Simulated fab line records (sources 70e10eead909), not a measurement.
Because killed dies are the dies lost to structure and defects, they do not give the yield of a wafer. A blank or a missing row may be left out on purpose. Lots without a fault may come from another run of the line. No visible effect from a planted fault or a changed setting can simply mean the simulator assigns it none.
Chamber matching	flow nand_harc	4 sister chambers for NHARC_P_ZERO_WELL_ETCH_65 on rie_diel-12
The step etches the open film in N2/H2, target depth 80 nm, overetch 24 nm, time 87.88 s. 4 wafers are shown with their chamber, then 9 later ones without.

WAFERS WITH THEIR CHAMBER
wafer	chamber	drypump_motor_current_A (A)
L086.2	1	5.8
L086.3	2	6.4
L087.5	0	6.1
L087.6	3	6.7

WAFERS MISSING THEIR CHAMBER
wafer	drypump_motor_current_A (A)
L089.2	6.1
L089.3	5.7
L089.5	6.6
L091.1	6.6
L091.3	6.4
L091.4	5.8
L094.2	6.2
L094.3	6.4
L094.4	5.8

WHICH CHAMBER EACH WENT THROUGH
wafer	from the rows above	in truth
L089.2	0	0
L089.3	1	1
L089.5	can't be placed: 3 or 2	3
L091.1	can't be placed: 3 or 2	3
L091.3	2	2
L091.4	1	1
L094.2	can't be placed: 0 or 2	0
L094.3	2	2
L094.4	1	1
Correctly placed: 6 of 9. Unplaceable from these rows: 3, with the true chamber sitting among the candidates in 3. Number placed wrongly: 0.
How it was worked out, from the rows above alone: a wafer's distance from a chamber is the root of the sum, over the readings, of the square of ((its reading less the chamber's mean) divided by the reading's scatter). The wafer belongs to the nearest chamber; if the next one is less than 2 further off, it can't be placed. A chamber's mean is the mean of its shown wafers. The scatter: root of mean squared gap, hidden wafer to nearest shown wafer, with one shown wafer a chamber.
